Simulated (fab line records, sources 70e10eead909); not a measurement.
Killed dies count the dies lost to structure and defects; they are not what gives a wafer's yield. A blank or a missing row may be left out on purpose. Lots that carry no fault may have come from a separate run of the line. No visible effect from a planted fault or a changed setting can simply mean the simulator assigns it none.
fab line records	flow nand-harc
record: lots: 6	wafers: 18	last-day: 25
route steps=1159 shown P_M2@320 END@1159
lots untouched by any fault: they come from a run of this same line in which no faults occurred
start-h: hours from the record's first day to the start of the lot's first wafer shown	wait-h: hours since the lot's step before	" same as the row above	L1.1+2: a row that stands for several wafers	- value missing, or start not given	* or withheld: withheld	< > ~ a bound
route shown NAME@n: names a module that has steps shown in the file, with the first one's number in the route	usual: mean/standard deviation of fault-free wafers	same: alike in all rows	chamber/n: place in a boat	sites: each site's reading	_std_site: standard deviation of those values	_edge_site: inner sites' mean taken away from outer sites' mean	radius-mm: for every site, how far away it sits from the centre of the wafer	mask NAME#n: copy n	behind: the tool/chamber that last shaped the wafer	hold: reason for holding the lot/hours on hold/outcome of the hold	device: whichever transistor did not switch (one of n, p or np)	end of line: tests of these same wafers at the route's end	a step without rows: its recipe alone	killed: dies that structure and defects cost at the first sort, which is not the same as the wafer's yield	map: the dies of a wafer, with x for killed, . for not killed, _ for no die there
set.NAME: the setting that was run; set.NAME@STEP: the one run at that earlier step	model.NAME: the simulator's own value behind a step, which no gauge read
certain route steps with their lots: each step a table, each wafer a row
services: a tool's chamber out of use, with start hour (start-h, from the record's first day; less than 0 if before it), hours out, and reason
== steps ==
step: NHARC_P_M2_HMDS_02
recipe: time-s: 30
step: NHARC_P_M2_COAT_34
recipe: temp-c: 200	time-s: 65
step: NHARC_P_M2_COAT_03
recipe: spin-rpm: 1500	resist-thk-nm: 90
step: NHARC_P_M2_SOFTBAKE_04
recipe: temp-c: 105	time-s: 55
step: NHARC_P_M2_EBR_05
step: NHARC_P_M2_EXPOSE_06
recipe: na: 1.35	target-cd-nm: 170	dose-mj: 80.78	mask-id: P_M2
step: NHARC_P_M2_PEB_07
recipe: peb-temp-c: 100	peb-time-s: 65
step: NHARC_P_M2_DEVELOP_08
recipe: develop-time-s: 35	dev-temp-c: 23
step: NHARC_P_M2_CD_MEAS_09
recipe: target-cd-nm: 170	landing-energy-ev: 500
usual: cd-nm: 170.1/0.53
lot.wafer	tool	chamber	start-h	wait-h	cd-nm
L887.4	cd-sem-01	0	148.58	-	170.0
L887.5	"	0	"	"	170.6
L887.6	"	0	"	"	171.0
L896.1	cd-sem-03	0	199.14	-	170.2
L896.2	"	0	"	"	169.3
L896.6	"	0	"	"	170.1
L895.1	cd-sem-02	0	207.61	-	169.6
L895.2	"	0	"	"	169.8
L895.4	"	0	"	"	169.5
L903.1	cd-sem-01	0	235.04	-	170.6
L903.4	"	0	"	"	170.4
L903.5	"	0	"	"	170.8
L905.1	cd-sem-02	0	249.94	-	171.0
L905.2	"	0	"	"	170.4
L905.4	"	0	"	"	170.3
L907.1	cd-sem-02	0	265.40	-	170.2
L907.5	"	0	"	"	171.1
L907.6	"	0	"	"	170.6
step: NHARC_P_M2_OVL_MEAS_10
recipe: pitch-nm: 340
usual: overlay-x-nm: 0.1/0.66	overlay-y-nm: -0.2/0.79
lot.wafer	tool	chamber	start-h	wait-h	overlay-x-nm	overlay-y-nm
L887.4	overlay-01	-	148.66	-	0.0	-0.6
L887.5	"	-	"	"	0.4	0.0
L887.6	"	-	"	"	0.0	-0.4
L896.1	overlay-02	-	199.23	-	0.7	-1.6
L896.2	"	-	"	"	0.8	-0.8
L896.6	"	-	"	"	0.0	-1.2
L895.1	overlay-01	-	207.70	-	1.1	0.4
L895.2	"	-	"	"	1.2	0.1
L895.4	"	-	"	"	1.4	0.3
L903.1	overlay-01	-	235.13	-	0.1	-1.1
L903.4	"	-	"	"	0.5	-1.7
L903.5	"	-	"	"	0.2	-1.6
L905.1	overlay-01	-	250.03	-	1.0	0.1
L905.2	"	-	"	"	0.3	-0.3
L905.4	"	-	"	"	0.9	-0.1
L907.1	overlay-02	-	265.49	-	0.8	-0.7
L907.5	"	-	"	"	0.6	-0.9
L907.6	"	-	"	"	0.7	-1.0
step: NHARC_P_M2_INSPECT_11
usual: raw-defect-count: 5/3.1
lot.wafer	tool	chamber	start-h	wait-h	raw-defect-count
L887.4	defect-inspect-02	-	148.70	0.0	2
L887.5	"	-	"	"	2
L887.6	"	-	"	"	1
L896.1	defect-inspect-01	-	199.27	0.0	5
L896.2	"	-	"	"	6
L896.6	"	-	"	"	6
L895.1	defect-inspect-01	-	207.74	0.0	3
L895.2	"	-	"	"	2
L895.4	"	-	"	"	3
L903.1	defect-inspect-02	-	235.17	0.0	2
L903.4	"	-	"	"	3
L903.5	"	-	"	"	1
L905.1	defect-inspect-02	-	250.06	0.0	0
L905.2	"	-	"	"	4
L905.4	"	-	"	"	1
L907.1	defect-inspect-02	-	265.52	0.0	2
L907.5	"	-	"	"	4
L907.6	"	-	"	"	6
step: NHARC_P_M2_DESCUM_14
recipe: time-s: 3	o2-flow-sccm: 200	ar-flow-sccm: 0	bias-power-w: 0	chemistry: O2
usual: chamber-pressure-mTorr: 60.00/0.056	drypump-motor-current-A: 5.6/0.43	oes-product-au: 1.002/0.0094	rf-vpp-V: 57.8/0.89	showerhead-plenum-p-Torr: 1.90/0.081	throttle-valve-pct: 11.311/0.0079
same: time-s: 3
lot.wafer	tool	chamber	start-h	wait-h	chamber-pressure-mTorr	drypump-motor-current-A	oes-product-au	rf-hours-counter-h	rf-vpp-V	showerhead-plenum-p-Torr	throttle-valve-pct
L887.4	rie-diel-01	1	148.76	0.1	60.06	5.1	1.000	0	58.5	1.85	11.314
L887.5	"	1	"	"	60.01	5.1	1.001	-	59.1	1.85	11.312
L887.6	"	2	"	"	60.01	5.3	0.986	-	57.3	1.81	11.299
L896.1	rie-diel-07	0	199.33	0.1	59.99	5.2	0.985	5	57.6	2.01	11.316
L896.2	"	2	"	"	60.01	5.4	1.009	5	57.7	1.82	11.319
L896.6	"	0	"	"	60.08	5.2	0.986	-	57.1	2.01	11.325
L895.1	rie-diel-07	2	207.80	0.1	59.95	5.4	1.017	6	58.0	1.82	11.308
L895.4	"	3	"	"	60.01	6.1	1.001	6	56.2	1.87	11.324
L895.2	"	0	"	"	59.94	5.3	0.993	5	58.6	2.01	11.302
L903.4	rie-diel-01	0	235.23	0.1	59.93	4.8	1.015	16	58.7	2.01	11.310
L903.1	"	3	"	"	60.03	5.8	0.991	18	60.3	1.80	11.317
L903.5	"	0	"	"	59.97	4.8	0.994	-	59.2	2.01	11.312
L905.2	rie-diel-07	3	250.13	0.1	59.93	6.1	0.996	0	57.2	1.87	11.308
L905.1	"	0	"	"	60.00	5.2	1.002	0	59.4	2.01	11.315
L905.4	"	2	"	"	60.11	5.4	1.005	0	56.6	1.82	11.306
L907.1	rie-diel-07	0	265.58	0.1	59.94	5.2	0.984	1	58.1	2.01	11.310
L907.6	"	0	"	"	60.13	5.2	0.993	-	58.8	2.01	11.304
L907.5	"	1	"	"	60.04	6.0	1.001	-	57.4	1.95	11.316
step: NHARC_P_M2_ETCH_35
recipe: target-depth-a: 400	overetch-a: 120	time-s: 43.94	ion-energy-ev: 200	n2-flow-sccm: 150	h2-flow-sccm: 150	ar-flow-sccm: 0	rf-w: 400	bias-w: 150	chemistry: N2/H2
usual: bias-w: 150.0/0.44	chamber-pressure-mTorr: 29.994/0.026	drypump-motor-current-A: 5.6/0.41	oes-product-au: 1.002/0.01	rf-vpp-V: 430.1/2.6	showerhead-plenum-p-Torr: 2.03/0.088	throttle-valve-pct: 14.171/0.0095	time-s: 43.94/0
lot.wafer	tool	chamber	start-h	wait-h	bias-w	chamber-pressure-mTorr	drypump-motor-current-A	oes-product-au	rf-hours-counter-h	rf-vpp-V	showerhead-plenum-p-Torr	throttle-valve-pct	time-s
L887.4	rie-diel-01	2	148.84	0.1	150.1	29.977	5.3	1.001	0	428.0	1.93	14.177	43.94
L887.6	"	2	"	"	150.2	29.968	5.3	0.986	-	426.6	1.93	14.166	43.94
L887.5	"	3	"	"	150.7	29.984	5.9	0.999	-	427.3	1.92	14.168	43.94
L896.2	rie-diel-07	0	199.42	0.1	-	-	-	-	-	-	-	-	-
L896.1	"	2	"	"	-	-	-	-	-	-	-	-	-
L896.6	"	3	"	"	-	-	-	-	-	-	-	-	-
L895.1	rie-diel-07	3	207.88	0.1	-	-	-	-	-	-	-	-	-
L895.2	"	0	"	"	-	-	-	-	-	-	-	-	-
L895.4	"	2	"	"	-	-	-	-	-	-	-	-	-
L903.1	rie-diel-01	0	235.32	0.1	149.5	29.972	4.9	1.006	16	434.1	2.14	14.178	43.94
L903.4	"	2	"	"	150.3	30.008	5.3	0.990	18	427.4	1.92	14.162	43.94
L903.5	"	0	"	"	150.2	29.964	4.9	1.005	-	433.9	2.14	14.170	43.94
L905.4	rie-diel-07	0	250.22	0.1	149.3	29.985	5.2	1.001	0	432.5	2.15	14.147	43.94
L905.2	"	1	"	"	149.1	30.015	6.0	1.022	0	431.6	2.08	14.182	43.94
L905.1	"	2	"	"	150.3	29.995	5.4	1.028	0	429.1	1.93	14.156	43.94
L907.1	rie-diel-07	0	265.69	0.1	150.1	29.969	5.3	0.997	1	432.3	2.15	14.170	43.94
L907.5	"	1	"	"	150.0	30.007	6.0	1.028	-	432.1	2.08	14.165	43.94
L907.6	"	2	"	"	149.4	30.016	5.4	1.023	-	428.4	1.93	14.175	43.94
step: NHARC_P_M2_ETCH_15
recipe: target-depth-a: 1825	time-s: 91.2	c4f8-flow-sccm: withheld	ar-flow-sccm: 400	rf-w: 600	bias-w: 300	chemistry: C4F8/Ar
usual: bias-w: 300.2/0.81	chamber-pressure-mTorr: 24.997/0.022	oes-product-au: 0.954/0.025	rf-vpp-V: 440.4/2.6
same: time-s: 91.2
lot.wafer	tool	chamber	start-h	wait-h	bias-w	chamber-pressure-mTorr	oes-product-au	rf-hours-counter-h	rf-vpp-V
L887.4	rie-diel-01	3	-	-	301.0	24.989	0.981	0	438.2
L887.5	"	3	"	"	301.4	24.992	0.980	-	437.2
L887.6	"	0	"	"	299.7	25.026	0.990	-	443.8
L896.1	rie-diel-07	1	199.50	0.1	301.7	24.960	0.979	7	441.6
L896.2	"	0	"	"	301.1	25.009	0.958	5	444.5
L896.6	"	1	"	"	299.9	25.003	0.982	-	441.1
L895.2	rie-diel-07	2	207.97	0.1	300.9	24.974	0.935	6	436.7
L895.4	"	0	"	"	299.5	24.993	0.921	5	443.1
L895.1	"	1	"	"	301.2	24.993	0.934	7	442.1
L903.1	rie-diel-01	3	-	-	299.6	25.000	0.921	18	436.8
L903.4	"	0	"	"	300.7	24.988	0.928	16	444.4
L903.5	"	2	"	"	299.9	25.031	0.925	-	436.2
L905.4	rie-diel-07	1	-	-	300.5	25.013	0.994	0	442.6
L905.2	"	2	"	"	299.3	24.985	0.987	0	438.4
L905.1	"	3	"	"	299.7	25.006	0.967	0	439.6
L907.1	rie-diel-07	0	-	-	299.8	24.999	0.953	1	444.3
L907.6	"	2	"	"	301.4	25.022	0.987	-	436.7
L907.5	"	3	"	"	299.2	25.028	0.970	-	439.6
step: NHARC_END_SORT_01
recipe: temp-c: 25
usual: defect-limited-yield: 95.6/1.4	killed-at-array: 25/9.2	killed-at-other: 0.8/1.2	killed-at-periphery: 3.9/2.6	killed-dies: 30/9.7	killed-open: 3.4/1.9	killed-short: 2.0/1.4	sort_bin_2_pct: 1.4/0.62	sort_bin_3_pct: 0.24/0.2	sort_bin_4_pct: 2.8/0.92	sort-n-pass: 647/9.7	sort-rim-yield-pct: 94/3.3	sort-yield-pct: 95.6/1.4
same: gross-dies: 677	sort_bin_5_pct[%]: 0	sort_bin_6_pct[%]: 0	sort_bin_7_pct[%]: 0	sort_bin_8_pct[%]: 0	sort-rim-n-gross: 106.00
lot.wafer	tool	chamber	start-h	wait-h	defect-limited-yield[%]	killed-at-array	killed-at-other	killed-at-periphery	killed-dies	killed-open	killed-short	sort_bin_2_pct[%]	sort_bin_3_pct[%]	sort_bin_4_pct[%]	sort-n-pass	sort-rim-yield-pct[%]	sort-yield-pct[%]
L896.1	prober-01	0	515.18	2.5	0	26	1	650	677	1	1	96.8	0	3.2	0	0	0
L896.2	prober-01	0	515.98	2.8	0	27	1	649	677	3	1	97.3	0.44	2.2	0	0	0
L896.6	prober-01	0	519.20	4.0	0	31	4	642	677	5	1	96.2	0.30	3.5	0	0	0
L895.1	prober-02	0	517.48	2.5	0	32	1	644	677	2	4	96.5	0.30	3.2	0	0	0
L895.2	prober-02	0	518.30	2.8	0	41	1	635	677	3	3	96.3	0.44	3.2	0	0	0
L895.4	prober-02	0	519.92	3.4	0	47	2	628	677	3	6	95.1	0.59	4.3	0	0	0
L903.1	prober-01	0	551.75	2.5	96.6	22	0	1	23	6	3	1.2	0.15	2.1	654	97	96.6
L903.4	prober-01	0	554.16	3.4	97.3	16	0	2	18	3	2	1.2	0	1.5	659	97	97.3
L903.5	prober-01	0	554.97	3.7	98.1	12	0	1	13	3	2	0.7	0	1.2	664	97	98.1
killed by level:class
L896.1 P_M2:area-etch=648 A_SLIT:chamber-film-flake=11 A_CHANNEL_HOLE_D1:chamber-film-flake=7 A_CONTACT:chamber-film-flake=5 A_STAIRCASE:chamber-film-flake=2 P_M0:geometric-particle:short=1 A_SGD_CUT:geometric-particle:open=1 P_GATE:chamber-film-flake=1
L896.2 P_M2:area-etch=643 A_SLIT:chamber-film-flake=16 A_CONTACT:chamber-film-flake=5 P_ZERO_WELL:chamber-film-flake=4 A_CHANNEL_HOLE_D1:chamber-film-flake=2 A_STAIRCASE:chamber-film-flake=2 P_CONTACT:geometric-particle:short=1 P_CONTACT:geometric-particle:open=1
L895.1 P_M2:area-etch=644 A_SLIT:chamber-film-flake=13 A_CHANNEL_HOLE_D1:chamber-film-flake=10 A_STAIRCASE:chamber-film-flake=2 A_ONON_D1:geometric-particle:open=1 A_ONON_D1:geometric-particle:short=1 A_CHANNEL_HOLE_D1:geometric-particle:short=1 A_M0:geometric-particle:open=1
L895.2 P_M2:area-etch=635 A_CHANNEL_HOLE_D1:chamber-film-flake=18 A_SLIT:chamber-film-flake=9 A_CONTACT:chamber-film-flake=4 A_WL_FILL:chamber-film-flake=3 A_ONON_D1:geometric-particle:short=1 A_ONON_D1:geometric-particle:open=1 A_CHANNEL_HOLE_D1:geometric-particle:short=1
L896.6 P_M2:area-etch=637 A_SLIT:chamber-film-flake=14 A_CONTACT:chamber-film-flake=5 THIN_TSV:chamber-film-flake=4 P_ZERO_WELL:chamber-film-flake=3 A_CHANNEL_HOLE_D1:chamber-film-flake=3 A_STAIRCASE:chamber-film-flake=3 A_ONON_D1:geometric-particle:open=2
L895.4 P_M2:area-etch=626 A_SLIT:chamber-film-flake=17 A_CHANNEL_HOLE_D1:chamber-film-flake=14 A_CONTACT:chamber-film-flake=6 A_WL_FILL:geometric-particle:short=3 A_M0:geometric-particle:short=2 HYBRID_BOND:chamber-film-flake=2 A_SGD_CUT:geometric-particle:short=1
L903.1 A_CHANNEL_HOLE_D1:chamber-film-flake=7 A_WL_FILL:chamber-film-flake=4 A_CONTACT:geometric-particle:open=3 A_WL_FILL:geometric-particle:open=2 A_WL_FILL:geometric-particle:short=2 A_ZERO_WELL:chamber-film-flake=2 P_M0:geometric-particle:open=1 A_CHANNEL_HOLE_D1:geometric-particle:short=1
L903.4 A_CHANNEL_HOLE_D1:chamber-film-flake=5 A_CONTACT:chamber-film-flake=5 P_GATE:geometric-particle:open=1 P_M1:geometric-particle:open=1 A_CHANNEL_FILL_D1:geometric-particle:short=1 A_SGD_CUT:geometric-particle:short=1 A_BLC:geometric-particle:open=1 A_STAIRCASE:chamber-film-flake=1
L903.5 A_CHANNEL_HOLE_D1:chamber-film-flake=6 A_WL_FILL:geometric-particle:short=2 P_CONTACT:geometric-particle:open=1 A_CHANNEL_FILL_D1:geometric-particle:open=1 A_WL_FILL:geometric-particle:open=1 A_WL_FILL:chamber-film-flake=1 A_CONTACT:chamber-film-flake=1
map L895.1 (x killed, . not)
____________x____________
_________xxxxxxx_________
_______xxxxxxxxxxx_______
______xxxxxxxxxxxxx______
_____xxxxxxxxxxxxxxx_____
____xxxxxxxxxxxxxxxxx____
____xxxxxxxxxxxxxxxxx____
___xxxxxxxxxxxxxxxxxxx___
___xxxxxxxxxxxxxxxxxxx___
__xxxxxxxxxxxxxxxxxxxxx__
__xxxxxxxxxxxxxxxxxxxxx__
_xxxxxxxxxxxxxxxxxxxxxxx_
_xxxxxxxxxxxxxxxxxxxxxxx_
_xxxxxxxxxxxxxxxxxxxxxxx_
_xxxxxxxxxxxxxxxxxxxxxxx_
_xxxxxxxxxxxxxxxxxxxxxxx_
xxxxxxxxxxxxxxxxxxxxxxxxx
xxxxxxxxxxxxxxxxxxxxxxxxx
xxxxxxxxxxxxxxxxxxxxxxxxx
xxxxxxxxxxxxxxxxxxxxxxxxx
xxxxxxxxxxxxxxxxxxxxxxxxx
_xxxxxxxxxxxxxxxxxxxxxxx_
_xxxxxxxxxxxxxxxxxxxxxxx_
_xxxxxxxxxxxxxxxxxxxxxxx_
_xxxxxxxxxxxxxxxxxxxxxxx_
_xxxxxxxxxxxxxxxxxxxxxxx_
__xxxxxxxxxxxxxxxxxxxxx__
__xxxxxxxxxxxxxxxxxxxxx__
___xxxxxxxxxxxxxxxxxxx___
___xxxxxxxxxxxxxxxxxxx___
____xxxxxxxxxxxxxxxxx____
____xxxxxxxxxxxxxxxxx____
_____xxxxxxxxxxxxxxx_____
______xxxxxxxxxxxxx______
_______xxxxxxxxxxx_______
_________xxxxxxx_________
____________x____________
map L896.1 (x killed, . not)
____________x____________
_________xxxxxxx_________
_______xxxxxxxxxxx_______
______xxxxxxxxxxxxx______
_____xxxxxxxxxxxxxxx_____
____xxxxxxxxxxxxxxxxx____
____xxxxxxxxxxxxxxxxx____
___xxxxxxxxxxxxxxxxxxx___
___xxxxxxxxxxxxxxxxxxx___
__xxxxxxxxxxxxxxxxxxxxx__
__xxxxxxxxxxxxxxxxxxxxx__
_xxxxxxxxxxxxxxxxxxxxxxx_
_xxxxxxxxxxxxxxxxxxxxxxx_
_xxxxxxxxxxxxxxxxxxxxxxx_
_xxxxxxxxxxxxxxxxxxxxxxx_
_xxxxxxxxxxxxxxxxxxxxxxx_
xxxxxxxxxxxxxxxxxxxxxxxxx
xxxxxxxxxxxxxxxxxxxxxxxxx
xxxxxxxxxxxxxxxxxxxxxxxxx
xxxxxxxxxxxxxxxxxxxxxxxxx
xxxxxxxxxxxxxxxxxxxxxxxxx
_xxxxxxxxxxxxxxxxxxxxxxx_
_xxxxxxxxxxxxxxxxxxxxxxx_
_xxxxxxxxxxxxxxxxxxxxxxx_
_xxxxxxxxxxxxxxxxxxxxxxx_
_xxxxxxxxxxxxxxxxxxxxxxx_
__xxxxxxxxxxxxxxxxxxxxx__
__xxxxxxxxxxxxxxxxxxxxx__
___xxxxxxxxxxxxxxxxxxx___
___xxxxxxxxxxxxxxxxxxx___
____xxxxxxxxxxxxxxxxx____
____xxxxxxxxxxxxxxxxx____
_____xxxxxxxxxxxxxxx_____
______xxxxxxxxxxxxx______
_______xxxxxxxxxxx_______
_________xxxxxxx_________
____________x____________
== services ==
tool	chamber	start-h	hours	kind
rie-diel-07	0	133.70	-	clean
rie-diel-07	1	133.70	-	clean
rie-diel-07	2	133.70	-	clean
rie-diel-07	3	133.70	-	clean
rie-diel-01	-	137.80	9.0	pm
rie-diel-07	0	158.20	-	clean
rie-diel-07	1	158.20	-	clean
rie-diel-07	2	158.20	-	clean
rie-diel-07	3	158.20	-	clean
rie-diel-07	0	182.70	-	clean
rie-diel-07	1	182.70	-	clean
rie-diel-07	2	182.70	-	clean
rie-diel-07	3	182.70	-	clean
rie-diel-01	0	205.12	5.4	repair
rie-diel-07	0	207.20	-	clean
rie-diel-07	1	207.20	-	clean
rie-diel-07	2	207.20	-	clean
rie-diel-07	3	207.20	-	clean
rie-diel-07	-	228.20	9.0	pm
rie-diel-07	0	228.20	9.0	vent-cycle
rie-diel-07	1	228.20	9.0	vent-cycle
rie-diel-07	2	228.20	9.0	vent-cycle
rie-diel-07	3	228.20	9.0	vent-cycle
rie-diel-07	0	237.20	-	clean
== key ==
first-sign: step: NHARC_P_M2_ETCH_35	reading: tool-record	direction: missing
effect: step: NHARC_END_SORT_01	reading: killed-at-periphery	direction: up	sigmas: 99+	usual: 3.9	struck: 641.3
more-kills-born-at: NHARC_P_M2_ETCH_35@rie-diel-07: 3833
met-at NHARC_P_M2_ETCH_35
struck-wafers L895.1,L895.2,L895.4,L896.1,L896.2,L896.6
later-rows-left-out L895.1,L895.2,L895.4,L896.1,L896.2,L896.6
fault: kind: skipped-step-whole	tool: rie-diel-07	chamber: -	onset-h: 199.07	steps: NHARC_P_M2_ETCH_35	scope: struck-lots-only
later-rows-left-out: the simulator's readings of these wafers behind a module that went badly wrong aren't trusted and aren't shown, but for the sort
